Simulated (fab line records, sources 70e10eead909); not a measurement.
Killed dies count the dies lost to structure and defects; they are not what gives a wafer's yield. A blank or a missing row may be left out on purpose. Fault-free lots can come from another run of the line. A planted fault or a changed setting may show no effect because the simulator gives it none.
Which tool was responsible? || flow nand-harc || 12 lots with 36 wafers sampled at 5 steps, on a route of 1302 steps

== WHAT THE GAUGES READ, wafer by wafer ==
NHARC_END_SORT_01.
{"lot": "L470", "measured": "day 25 04:48", "on": "prober-01", "killed-at-array": "58 48 52", "killed-at-other": "0 1 0", "killed-at-periphery": "3 2 1", "killed-dies": "61 51 53", "killed-open": "2 2 4", "killed-short": "5 3 1"}
{"lot": "L473", "measured": "day 26 00:02", "on": "prober-01", "killed-at-array": "80 64 73", "killed-at-other": "1 0 0", "killed-at-periphery": "6 4 5", "killed-dies": "87 68 78", "killed-open": "2 1 6", "killed-short": "2 3 2"}
{"lot": "L471", "measured": "day 25 17:53", "on": "prober-01", "killed-at-array": "81 69 76", "killed-at-other": "0 0 1", "killed-at-periphery": "7 8 5", "killed-dies": "88 77 82", "killed-open": "3 4 4", "killed-short": "0 3 0"}
{"lot": "L472", "measured": "day 25 17:52", "on": "prober-02", "killed-at-array": "48 37 41", "killed-at-other": "1 4 2", "killed-at-periphery": "1 6 7", "killed-dies": "50 47 50", "killed-open": "2 5 3", "killed-short": "3 0 1"}
{"lot": "L480", "measured": "day 31 16:52", "on": "prober-02", "killed-at-array": "667 674 60", "killed-at-other": "2 0 0", "killed-at-periphery": "8 3 4", "killed-dies": "677 677 64", "killed-open": "6 3 6", "killed-short": "2 3 1"}
{"lot": "L481", "measured": "day 32 00:43", "on": "prober-02", "killed-at-array": "61 674 64", "killed-at-other": "2 1 1", "killed-at-periphery": "1 2 2", "killed-dies": "64 677 67", "killed-open": "1 2 1", "killed-short": "1 0 2"}
{"lot": "L484", "measured": "day 32 09:58", "on": "prober-01", "killed-at-array": "45 43 39", "killed-at-other": "1 0 1", "killed-at-periphery": "3 9 10", "killed-dies": "49 52 50", "killed-open": "9 2 3", "killed-short": "3 4 3"}
{"lot": "L486", "measured": "day 33 07:05", "on": "prober-02", "killed-at-array": "54 64 54", "killed-at-other": "1 1 0", "killed-at-periphery": "6 3 3", "killed-dies": "61 68 57", "killed-open": "3 5 0", "killed-short": "6 3 3"}
{"lot": "L487", "measured": "day 33 07:53", "on": "prober-01", "killed-at-array": "69 68 74", "killed-at-other": "0 0 0", "killed-at-periphery": "1 2 0", "killed-dies": "70 70 74", "killed-open": "6 2 2", "killed-short": "2 1 2"}
{"lot": "L488", "measured": "day 33 14:08", "on": "prober-02", "killed-at-array": "44 43 49", "killed-at-other": "1 1 0", "killed-at-periphery": "5 2 4", "killed-dies": "50 46 53", "killed-open": "2 1 4", "killed-short": "0 5 3"}
{"lot": "L489", "measured": "day 33 16:25", "on": "prober-01", "killed-at-array": "78 64 75", "killed-at-other": "2 1 0", "killed-at-periphery": "8 14 12", "killed-dies": "88 79 87", "killed-open": "4 5 7", "killed-short": "3 5 6"}
{"lot": "L491", "measured": "day 34 15:43", "on": "prober-02", "killed-at-array": "43 38 40", "killed-at-other": "4 1 0", "killed-at-periphery": "5 9 2", "killed-dies": "52 48 42", "killed-open": "1 7 2", "killed-short": "1 1 2"}

== WHICH TOOL RAN EACH LOT (tool, then ch and the chambers of the sampled wafers, then the start) ==
{"lot": "L470", "NHARC_A_SLIT_ETCH_26": "har-etch-02 ch 0,1, day 20 15:10", "NHARC_A_WL_FILL_STRIP_29": "rie-diel-02 ch 0,1,2, day 21 10:45", "NHARC_A_WL_FILL_ETCHBACK_17": "rie-metal-03 ch 0,1, day 21 10:49", "NHARC_A_WL_FILL_ETCHBACK_26": "rie-si-03 ch 0,3, day 21 15:58"}
{"lot": "L473", "NHARC_A_SLIT_ETCH_26": "har-etch-02 ch 0,1, day 21 07:49", "NHARC_A_WL_FILL_STRIP_29": "rie-diel-12 ch 1,2, day 22 08:08", "NHARC_A_WL_FILL_ETCHBACK_17": "rie-metal-03 ch 0,1, day 22 08:15", "NHARC_A_WL_FILL_ETCHBACK_26": "rie-si-03 ch 0,1,3, day 22 12:16"}
{"lot": "L471", "NHARC_A_SLIT_ETCH_26": "har-etch-01 ch 0,1, day 21 08:32", "NHARC_A_WL_FILL_STRIP_29": "rie-diel-12 ch 0,1,3, day 22 06:58", "NHARC_A_WL_FILL_ETCHBACK_17": "rie-metal-02 ch 0,1, day 22 07:05", "NHARC_A_WL_FILL_ETCHBACK_26": "rie-si-05 ch 2,3, day 22 12:14"}
{"lot": "L472", "NHARC_A_SLIT_ETCH_26": "har-etch-02 ch 0,1, day 21 11:36", "NHARC_A_WL_FILL_STRIP_29": "rie-diel-06 ch 2,3, day 22 06:53", "NHARC_A_WL_FILL_ETCHBACK_17": "rie-metal-03 ch 0,1, day 22 07:01", "NHARC_A_WL_FILL_ETCHBACK_26": "rie-si-06 ch 0,3, day 22 12:14"}
{"lot": "L480", "NHARC_A_SLIT_ETCH_26": "har-etch-01 ch 0, day 24 09:47", "NHARC_A_WL_FILL_STRIP_29": "rie-diel-12 ch 0,1,2, day 25 08:30", "NHARC_A_WL_FILL_ETCHBACK_17": "rie-metal-01 ch 0,1, day 25 08:35", "NHARC_A_WL_FILL_ETCHBACK_26": "rie-si-03 ch 0,1,2, day 25 14:24"}
{"lot": "L481", "NHARC_A_SLIT_ETCH_26": "har-etch-02 ch 0,1, day 24 21:17", "NHARC_A_WL_FILL_STRIP_29": "rie-diel-06 ch 0,1,2, day 25 18:07", "NHARC_A_WL_FILL_ETCHBACK_17": "rie-metal-01 ch 0,1, day 25 18:11", "NHARC_A_WL_FILL_ETCHBACK_26": "rie-si-06 ch 0,2,3, day 25 22:23"}
{"lot": "L484", "NHARC_A_SLIT_ETCH_26": "har-etch-02 ch 0,1, day 26 07:38", "NHARC_A_WL_FILL_STRIP_29": "rie-diel-02 ch 0,2, day 27 03:24", "NHARC_A_WL_FILL_ETCHBACK_17": "rie-metal-02 ch 0,1, day 27 03:31", "NHARC_A_WL_FILL_ETCHBACK_26": "rie-si-06 ch 1,2,3, day 27 08:36"}
{"lot": "L486", "NHARC_A_SLIT_ETCH_26": "har-etch-02 ch 0,1, day 27 11:58", "NHARC_A_WL_FILL_STRIP_29": "rie-diel-02 ch 2,3, day 28 07:57", "NHARC_A_WL_FILL_ETCHBACK_17": "rie-metal-03 ch 0,1, day 28 08:02", "NHARC_A_WL_FILL_ETCHBACK_26": "rie-si-06 ch 1,2, day 28 13:14"}
{"lot": "L487", "NHARC_A_SLIT_ETCH_26": "har-etch-01 ch 0,1, day 28 05:17", "NHARC_A_WL_FILL_STRIP_29": "rie-diel-06 ch 1,2, day 29 00:41", "NHARC_A_WL_FILL_ETCHBACK_17": "rie-metal-01 ch 0,1, day 29 00:46", "NHARC_A_WL_FILL_ETCHBACK_26": "rie-si-06 ch 0,1, day 29 06:01"}
{"lot": "L488", "NHARC_A_SLIT_ETCH_26": "har-etch-02 ch 0,1, day 28 06:46", "NHARC_A_WL_FILL_STRIP_29": "rie-diel-02 ch 0,1,3, day 29 00:45", "NHARC_A_WL_FILL_ETCHBACK_17": "rie-metal-02 ch 0,1, day 29 00:52", "NHARC_A_WL_FILL_ETCHBACK_26": "rie-si-05 ch 0,2,3, day 29 06:01"}
{"lot": "L489", "NHARC_A_SLIT_ETCH_26": "har-etch-01 ch 0, day 28 09:01", "NHARC_A_WL_FILL_STRIP_29": "rie-diel-06 ch 0,2,3, day 29 06:26", "NHARC_A_WL_FILL_ETCHBACK_17": "rie-metal-03 ch 0,1, day 29 06:32", "NHARC_A_WL_FILL_ETCHBACK_26": "rie-si-05 ch 1,2,3, day 29 11:40"}
{"lot": "L491", "NHARC_A_SLIT_ETCH_26": "har-etch-01 ch 0,1, day 30 08:26", "NHARC_A_WL_FILL_STRIP_29": "rie-diel-06 ch 0,1,3, day 31 04:14", "NHARC_A_WL_FILL_ETCHBACK_17": "rie-metal-01 ch 0,1, day 31 04:19", "NHARC_A_WL_FILL_ETCHBACK_26": "rie-si-03 ch 0,1,3, day 31 09:28"}
- NHARC_A_SLIT_ETCH_26: etches the open film in C4F8/O2/Ar, time 90 s, target depth 400 nm.
- NHARC_A_WL_FILL_STRIP_29: strips in O2, time 20 s.
- NHARC_A_WL_FILL_ETCHBACK_17: etches the open film in Cl2/BCl3, target depth 4 nm, time 26.7 s.
- NHARC_A_WL_FILL_ETCHBACK_26: etches the open film in HBr, target depth 52 nm, time 13.3 s.

== WHAT THE TOOLS THEMSELVES READ (means of the sampled wafers that have a number; where no wafer has one, the mark that the record gives instead) ==
NHARC_A_SLIT_ETCH_26.
{"lot": "L470", "tool": "har-etch-02", "drypump-motor-current-A (A)": 5.3, "showerhead-plenum-p-Torr (Torr)": 3.96, "throttle-valve-pct (%)": 27.633}
{"lot": "L473", "tool": "har-etch-02", "drypump-motor-current-A (A)": 5.7, "showerhead-plenum-p-Torr (Torr)": 3.95, "throttle-valve-pct (%)": 27.621}
{"lot": "L471", "tool": "har-etch-01", "drypump-motor-current-A (A)": 5.5, "showerhead-plenum-p-Torr (Torr)": 3.63, "throttle-valve-pct (%)": 27.616}
{"lot": "L472", "tool": "har-etch-02", "drypump-motor-current-A (A)": 5.3, "showerhead-plenum-p-Torr (Torr)": 3.95, "throttle-valve-pct (%)": 27.625}
{"lot": "L480", "tool": "har-etch-01", "drypump-motor-current-A (A)": 5.6, "showerhead-plenum-p-Torr (Torr)": 3.59, "throttle-valve-pct (%)": 27.617}
{"lot": "L481", "tool": "har-etch-02", "drypump-motor-current-A (A)": 5.3, "showerhead-plenum-p-Torr (Torr)": 3.92, "throttle-valve-pct (%)": 27.623}
{"lot": "L484", "tool": "har-etch-02", "drypump-motor-current-A (A)": 5.3, "showerhead-plenum-p-Torr (Torr)": 3.91, "throttle-valve-pct (%)": 27.613}
{"lot": "L486", "tool": "har-etch-02", "drypump-motor-current-A (A)": 5.3, "showerhead-plenum-p-Torr (Torr)": 3.90, "throttle-valve-pct (%)": 27.622}
{"lot": "L487", "tool": "har-etch-01", "drypump-motor-current-A (A)": 5.4, "showerhead-plenum-p-Torr (Torr)": 3.60, "throttle-valve-pct (%)": 27.619}
{"lot": "L488", "tool": "har-etch-02", "drypump-motor-current-A (A)": 5.3, "showerhead-plenum-p-Torr (Torr)": 3.89, "throttle-valve-pct (%)": 27.612}
{"lot": "L489", "tool": "har-etch-01", "drypump-motor-current-A (A)": 5.6, "showerhead-plenum-p-Torr (Torr)": 3.56, "throttle-valve-pct (%)": 27.623}
{"lot": "L491", "tool": "har-etch-01", "drypump-motor-current-A (A)": 5.3, "showerhead-plenum-p-Torr (Torr)": 3.59, "throttle-valve-pct (%)": 27.620}

NHARC_A_WL_FILL_STRIP_29.
{"lot": "L470", "tool": "rie-diel-02", "drypump-motor-current-A (A)": 5.1, "oes-product-au (a.u.)": 0.994, "rf-vpp-V (V)": 57.6, "showerhead-plenum-p-Torr (Torr)": 3.47, "throttle-valve-pct (%)": 17.030}
{"lot": "L473", "tool": "rie-diel-12", "drypump-motor-current-A (A)": 6.1, "oes-product-au (a.u.)": 1.002, "rf-vpp-V (V)": 58.4, "showerhead-plenum-p-Torr (Torr)": 3.61, "throttle-valve-pct (%)": 17.033}
{"lot": "L471", "tool": "rie-diel-12", "drypump-motor-current-A (A)": 6.1, "oes-product-au (a.u.)": 0.997, "rf-vpp-V (V)": 58.3, "showerhead-plenum-p-Torr (Torr)": 3.60, "throttle-valve-pct (%)": 17.036}
{"lot": "L472", "tool": "rie-diel-06", "drypump-motor-current-A (A)": 5.9, "oes-product-au (a.u.)": 0.995, "rf-vpp-V (V)": 57.6, "showerhead-plenum-p-Torr (Torr)": 3.53, "throttle-valve-pct (%)": 17.045}
{"lot": "L480", "tool": "rie-diel-12", "drypump-motor-current-A (A)": 6.1, "oes-product-au (a.u.)": 0.994, "rf-vpp-V (V)": 58.3, "showerhead-plenum-p-Torr (Torr)": 3.67, "throttle-valve-pct (%)": 17.040}
{"lot": "L481", "tool": "rie-diel-06", "drypump-motor-current-A (A)": 5.8, "oes-product-au (a.u.)": 0.988, "rf-vpp-V (V)": 58.1, "showerhead-plenum-p-Torr (Torr)": 3.62, "throttle-valve-pct (%)": 17.029}
{"lot": "L484", "tool": "rie-diel-02", "drypump-motor-current-A (A)": 4.8, "oes-product-au (a.u.)": 1.004, "rf-vpp-V (V)": 57.1, "showerhead-plenum-p-Torr (Torr)": 3.46, "throttle-valve-pct (%)": 17.034}
{"lot": "L486", "tool": "rie-diel-02", "drypump-motor-current-A (A)": 5.0, "oes-product-au (a.u.)": 1.008, "rf-vpp-V (V)": 57.9, "showerhead-plenum-p-Torr (Torr)": 3.77, "throttle-valve-pct (%)": 17.037}
{"lot": "L487", "tool": "rie-diel-06", "drypump-motor-current-A (A)": 5.9, "oes-product-au (a.u.)": 1.004, "rf-vpp-V (V)": 58.4, "showerhead-plenum-p-Torr (Torr)": 3.62, "throttle-valve-pct (%)": 17.038}
{"lot": "L488", "tool": "rie-diel-02", "drypump-motor-current-A (A)": 5.3, "oes-product-au (a.u.)": 1.002, "rf-vpp-V (V)": 57.9, "showerhead-plenum-p-Torr (Torr)": 3.45, "throttle-valve-pct (%)": 17.037}
{"lot": "L489", "tool": "rie-diel-06", "drypump-motor-current-A (A)": 5.8, "oes-product-au (a.u.)": 0.997, "rf-vpp-V (V)": 58.8, "showerhead-plenum-p-Torr (Torr)": 3.58, "throttle-valve-pct (%)": 17.032}
{"lot": "L491", "tool": "rie-diel-06", "drypump-motor-current-A (A)": 5.9, "oes-product-au (a.u.)": 1.002, "rf-vpp-V (V)": 57.9, "showerhead-plenum-p-Torr (Torr)": 3.62, "throttle-valve-pct (%)": 17.028}

NHARC_A_WL_FILL_ETCHBACK_17.
{"lot": "L470", "tool": "rie-metal-03", "drypump-motor-current-A (A)": 5.8, "oes-product-au (a.u.)": 1.010, "run-length-s (s)": 47.6}
{"lot": "L473", "tool": "rie-metal-03", "drypump-motor-current-A (A)": 5.7, "oes-product-au (a.u.)": 0.996, "run-length-s (s)": 47.7}
{"lot": "L471", "tool": "rie-metal-02", "drypump-motor-current-A (A)": 5.3, "oes-product-au (a.u.)": 0.990, "run-length-s (s)": 48.5}
{"lot": "L472", "tool": "rie-metal-03", "drypump-motor-current-A (A)": 5.7, "oes-product-au (a.u.)": 1.005, "run-length-s (s)": 47.5}
{"lot": "L480", "tool": "rie-metal-01", "drypump-motor-current-A (A)": 5.0, "oes-product-au (a.u.)": 1.012, "run-length-s (s)": 35.9}
{"lot": "L481", "tool": "rie-metal-01", "drypump-motor-current-A (A)": 5.0, "oes-product-au (a.u.)": 1.009, "run-length-s (s)": 42.0}
{"lot": "L484", "tool": "rie-metal-02", "drypump-motor-current-A (A)": 5.7, "oes-product-au (a.u.)": 0.989, "run-length-s (s)": 48.3}
{"lot": "L486", "tool": "rie-metal-03", "drypump-motor-current-A (A)": 5.7, "oes-product-au (a.u.)": 0.998, "run-length-s (s)": 47.6}
{"lot": "L487", "tool": "rie-metal-01", "drypump-motor-current-A (A)": 5.0, "oes-product-au (a.u.)": 0.999, "run-length-s (s)": 47.8}
{"lot": "L488", "tool": "rie-metal-02", "drypump-motor-current-A (A)": 5.7, "oes-product-au (a.u.)": 1.000, "run-length-s (s)": 48.5}
{"lot": "L489", "tool": "rie-metal-03", "drypump-motor-current-A (A)": 5.8, "oes-product-au (a.u.)": 1.002, "run-length-s (s)": 47.4}
{"lot": "L491", "tool": "rie-metal-01", "drypump-motor-current-A (A)": 5.0, "oes-product-au (a.u.)": 1.003, "run-length-s (s)": 48.2}

NHARC_A_WL_FILL_ETCHBACK_26.
{"lot": "L470", "tool": "rie-si-03", "drypump-motor-current-A (A)": 6.4, "oes-product-au (a.u.)": 0.995, "run-length-s (s)": 34.5, "throttle-valve-pct (%)": 23.263}
{"lot": "L473", "tool": "rie-si-03", "drypump-motor-current-A (A)": 6.1, "oes-product-au (a.u.)": 1.001, "run-length-s (s)": 34.3, "throttle-valve-pct (%)": 23.278}
{"lot": "L471", "tool": "rie-si-05", "drypump-motor-current-A (A)": 6.4, "oes-product-au (a.u.)": 0.999, "run-length-s (s)": 34.2, "throttle-valve-pct (%)": 23.273}
{"lot": "L472", "tool": "rie-si-06", "drypump-motor-current-A (A)": 5.8, "oes-product-au (a.u.)": 0.996, "run-length-s (s)": 34.2, "throttle-valve-pct (%)": 23.266}
{"lot": "L480", "tool": "rie-si-03", "drypump-motor-current-A (A)": 6.0, "oes-product-au (a.u.)": 1.000, "run-length-s (s)": 34.5, "throttle-valve-pct (%)": 23.267}
{"lot": "L481", "tool": "rie-si-06", "drypump-motor-current-A (A)": 5.8, "oes-product-au (a.u.)": 1.008, "run-length-s (s)": 34.4, "throttle-valve-pct (%)": 23.270}
{"lot": "L484", "tool": "rie-si-06", "drypump-motor-current-A (A)": 5.9, "oes-product-au (a.u.)": 0.999, "run-length-s (s)": 34.7, "throttle-valve-pct (%)": 23.273}
{"lot": "L486", "tool": "rie-si-06", "drypump-motor-current-A (A)": 6.1, "oes-product-au (a.u.)": 0.999, "run-length-s (s)": 34.6, "throttle-valve-pct (%)": 23.270}
{"lot": "L487", "tool": "rie-si-06", "drypump-motor-current-A (A)": 5.8, "oes-product-au (a.u.)": 1.000, "run-length-s (s)": 34.4, "throttle-valve-pct (%)": 23.271}
{"lot": "L488", "tool": "rie-si-05", "drypump-motor-current-A (A)": 6.2, "oes-product-au (a.u.)": 0.997, "run-length-s (s)": 34.6, "throttle-valve-pct (%)": 23.265}
{"lot": "L489", "tool": "rie-si-05", "drypump-motor-current-A (A)": 5.9, "oes-product-au (a.u.)": 0.998, "run-length-s (s)": 34.4, "throttle-valve-pct (%)": 23.261}
{"lot": "L491", "tool": "rie-si-03", "drypump-motor-current-A (A)": 6.1, "oes-product-au (a.u.)": 1.005, "run-length-s (s)": 34.4, "throttle-valve-pct (%)": 23.258}

== THE ANSWER, worked out from the rows above alone ==
Rule: the lots themselves supply what counts as usual. Put in order of their means at a reading, lots are off if they are a third of the lots or fewer, leave a main group of 4 or more, and stand apart from it by a gap of 3 or more times the standard deviation of the main group's means; of several such gaps the widest counts. If all means in a main group match to the digits the tables above print for the reading, that group is not used. A lot without any number at a reading at which 4 lots or more have one is off too. All remaining lots with rows at the step are treated as sound. First the gauges in route order, then the tools' own readings, where a lot's mean is used as printed above. The first step at which some lot is off is used, and at that step the reading that is off furthest; a lot without a number counts as furthest.
Off at NHARC_END_SORT_01 (killed-at-array): L480, L481. Mean 57 and standard deviation 14 in the main group.
If a tool, at a process step before that reading, ran all the lots that are off and no sound lot after the first of them, it fits. The gauges at NHARC_END_SORT_01 aren't tried: what is off there is off at NHARC_A_WL_FILL_ETCHBACK_17 too, on other tools, and a gauge's error can't cause that. No candidate that was tried fits.

== WHAT THE SIMULATOR HAD PUT IN ==
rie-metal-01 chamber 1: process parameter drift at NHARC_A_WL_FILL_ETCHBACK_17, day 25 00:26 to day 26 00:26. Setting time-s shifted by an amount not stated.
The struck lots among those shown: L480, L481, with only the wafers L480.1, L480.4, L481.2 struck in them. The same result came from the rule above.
